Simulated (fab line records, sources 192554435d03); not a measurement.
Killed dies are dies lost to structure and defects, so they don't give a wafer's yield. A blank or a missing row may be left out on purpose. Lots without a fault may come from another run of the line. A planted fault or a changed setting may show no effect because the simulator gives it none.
Chamber matching | flow n5_finfet | N5_BEOL_M8_CURE_74 on uv_cure-03: 3 sister chambers
The step cures SiCOH lowk, time 240 s. 6 wafers are shown with their chamber, then 12 later ones without.

WAFERS WITH THEIR CHAMBER
wafer  | chamber | wafer_temp_C_max | lamp_power_pct (%)
L076.4 | 2       | 387.5            | 52.36
L076.6 | 2       | 387.1            | 52.30
L081.5 | 0       | 387.0            | 52.25
L081.6 | 0       | 387.2            | 52.32
L086.3 | 1       | 385.6            | 52.25
L086.5 | 1       | 386.2            | 52.36

WAFERS WITHOUT THEIR CHAMBER
wafer  | wafer_temp_C_max | lamp_power_pct (%)
L085.2 | 386.8            | 52.22
L085.4 | 387.5            | 52.32
L085.5 | 387.5            | 52.31
L093.2 | 386.1            | 52.35
L093.4 | 385.8            | 52.32
L093.5 | 386.1            | 52.34
L094.1 | 387.1            | 52.26
L094.2 | 388.1            | 52.27
L094.3 | 387.4            | 52.29
L094.4 | 387.1            | 52.21
L094.5 | 387.5            | 52.26
L094.6 | 386.9            | 52.25

WHICH CHAMBER EACH WENT THROUGH
wafer  | from the rows above          | in truth
L085.2 | can't be placed: 0 or 2 or 1 | 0
L085.4 | can't be placed: 2 or 0      | 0
L085.5 | can't be placed: 2 or 0      | 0
L093.2 | 1                            | 1
L093.4 | 1                            | 1
L093.5 | 1                            | 1
L094.1 | can't be placed: 0 or 2      | 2
L094.2 | can't be placed: 2 or 0      | 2
L094.3 | can't be placed: 2 or 0      | 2
L094.4 | can't be placed: 0 or 2      | 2
L094.5 | can't be placed: 2 or 0      | 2
L094.6 | can't be placed: 0 or 2      | 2
Placed correctly: 3 of 12. Can't be placed from these rows: 9 (the true chamber is among the candidates in 9). Placed wrongly: 0.
How it was worked out, from the rows above alone: a wafer's distance from a chamber is the root of the sum, over the readings, of the square of ((its reading less the chamber's mean) divided by the reading's scatter). The wafer belongs to the nearest chamber; if the next one is less than 2 further off, it can't be placed. A chamber's mean is the mean of its shown wafers. The scatter: the root of (the sum of the squares of (reading less its chamber's mean) over the shown wafers, divided by (wafers less chambers)).
